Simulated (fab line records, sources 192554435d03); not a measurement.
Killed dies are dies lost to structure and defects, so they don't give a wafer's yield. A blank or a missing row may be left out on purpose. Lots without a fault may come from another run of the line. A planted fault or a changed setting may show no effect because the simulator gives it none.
A struck lot beside a sound one | flow n5_finfet | 18 steps out of a route of 1938
Sound: wafers L863.3, L863.4, L863.5. Struck: wafer L869.6. (L869.5 of the same lot was not struck and is left out.) The cause comes at the end.
At each step with rows: each side's tool, then ch and its chambers, then its first start. Under that, the readings that differ: sound wafers | struck wafers | difference of the means | sigmas: that difference in standard deviations of wafers without a fault.
alike: readings whose means differ by less than 2 such deviations, and words and numbers that are the same on both sides. not compared: withheld readings, readings that some wafer has no value for, bounds like >300 that may hide the same value, and numbers for which the record gives no deviation and whose values overlap.
The two part at a step that has a row with sigmas, a row that says differs or no value, or rows on one side only. Numbers that don't overlap but have no deviation are shown without sigmas and don't part them. A reading that every wafer of one side lacks parts them only if that side has two wafers or more.

N5_BEOL_M0_SAQP_PECVD_03: deposits SiCN from 3MS/NH3, target thk 12 nm, time 21.1 s.
  sound on pecvd-02 ch 0,1, day 7 09:37; struck on pecvd-02 ch 1, day 8 21:25
  alike: showerhead_plenum_p_Torr, throttle_valve_pct
N5_BEOL_M0_SAQP_PECVD_96: deposits a-Si from SiH4/He, target thk 45 nm, time 45.2 s.
  sound on pecvd-02 ch 0,1, day 7 09:38; struck on pecvd-02 ch 1, day 8 21:27
  alike: heater_power_outer_w, heater_power_w, showerhead_plenum_p_Torr, susceptor_temp_C, throttle_valve_pct
N5_BEOL_M0_SAQP_PECVD_97: deposits SiNx from SiH4/NH3/N2, target thk 23 nm, time 19.9 s.
  sound on pecvd-02 ch 0,1, day 7 09:41; struck on pecvd-02 ch 1, day 8 21:29
  alike: heater_power_outer_w, heater_power_w, showerhead_plenum_p_Torr, susceptor_temp_C, throttle_valve_pct
N5_BEOL_M0_SAQP_PECVD_04: deposits a-Si from SiH4/He, target thk 60 nm, time 60.2 s.
  sound on pecvd-02 ch 0,1, day 7 09:44; struck on pecvd-02 ch 1, day 8 21:33
  alike: heater_power_outer_w, heater_power_w, showerhead_plenum_p_Torr, susceptor_temp_C, throttle_valve_pct
N5_BEOL_M0_SAQP_THK_MEAS_05:
  sound on film_metro-01, day 7 09:49; struck on film_metro-02, day 8 21:37
  alike: thk_nm
N5_BEOL_M0_SAQP_HM_DEP_111: deposits SiO2 from SiH4/N2O, target thk 12 nm, time 7.2 s.
  sound on pecvd-02 ch 1,2, day 7 09:52; struck on pecvd-03 ch 1, day 8 21:40
  alike: heater_power_outer_w, heater_power_w, showerhead_plenum_p_Torr, susceptor_temp_C
then, 6 steps without rows for these wafers: N5_BEOL_M0_SAQP_COAT_81 (time 60 s, resist thk 100 nm); N5_BEOL_M0_SAQP_COAT_82 (time 60 s, resist thk 30 nm); N5_BEOL_M0_SAQP_COAT_08 (resist thk 90 nm); N5_BEOL_M0_SAQP_EBR_10; N5_BEOL_M0_SAQP_SOFTBAKE_09 (time 60 s); N5_BEOL_M0_SAQP_EXPOSE_11 (exposes mask M0 CORE, target cd 42 nm).
N5_BEOL_M0_SAQP_PEB_12: peb time 60 s.
  sound on litho_track-04 ch 0, day 7 10:07; struck on litho_track-04 ch 0, day 8 22:02
then, 1 step without rows for these wafers: N5_BEOL_M0_SAQP_DEVELOP_13 (develop time 30 s).
N5_BEOL_M0_SAQP_CD_MEAS_14: target cd 42.5 nm.
  sound on cd_sem-02 ch 0, day 7 10:11; struck on cd_sem-02 ch 0, day 8 22:06
  reading    | sound          | struck | difference | sigmas
  cd_nm (nm) | 42.6 41.9 42.3 | 39.2   | -3.1       | -10
N5_BEOL_M0_SAQP_OVL_MEAS_15:
  sound on overlay-02 ch 0, day 7 10:13; struck on overlay-02 ch 0, day 8 22:07
  alike: M0_CORE_OVL
-- the record jumps here: 2 days lie between the struck wafers' starts before and after (it left off in module BEOL_M0_SAQP and takes up again in module BEOL_M4, whose first step shown is number 1111 of the route) --
N5_BEOL_M4_RC_MEAS_101:
  sound on prober-01 ch 0, day 9 20:59; struck on prober-02 ch 0, day 11 06:43
  reading       | sound       | struck | difference | sigmas
  ION_N (uA/um) | 690 679 693 | 663    | -24        | -2
  alike: DIBL_N, DIBL_P, IOFF_N, IOFF_P, ION_P, SS_N, SS_P, VT_N, VT_P
-- the record jumps here: 4 days lie between the struck wafers' starts before and after (it left off in module BEOL_M4 and takes up again in module PASSIVATION, whose first step shown is number 1936 of the route) --
N5_PASSIVATION_PROBE_49:
  sound on prober-02, day 13 23:26; struck on prober-01, day 15 06:59
  reading         | sound   | struck | difference | sigmas
  killed_at_M4_up | 17 7 11 | 25     | +13        | +3
  alike: defect_limited_yield, killed_at_M0_to_M3, killed_at_contacts, killed_at_front_end, killed_at_other, killed_dies, killed_open, killed_short, sort_bin_5_function, sort_bin_6_memory, sort_n_pass, sort_yield_pct

WHERE THEY PART
First at N5_BEOL_M0_SAQP_CD_MEAS_14; last, within this record, at N5_PASSIVATION_PROBE_49.

WHY: what the simulator had put in
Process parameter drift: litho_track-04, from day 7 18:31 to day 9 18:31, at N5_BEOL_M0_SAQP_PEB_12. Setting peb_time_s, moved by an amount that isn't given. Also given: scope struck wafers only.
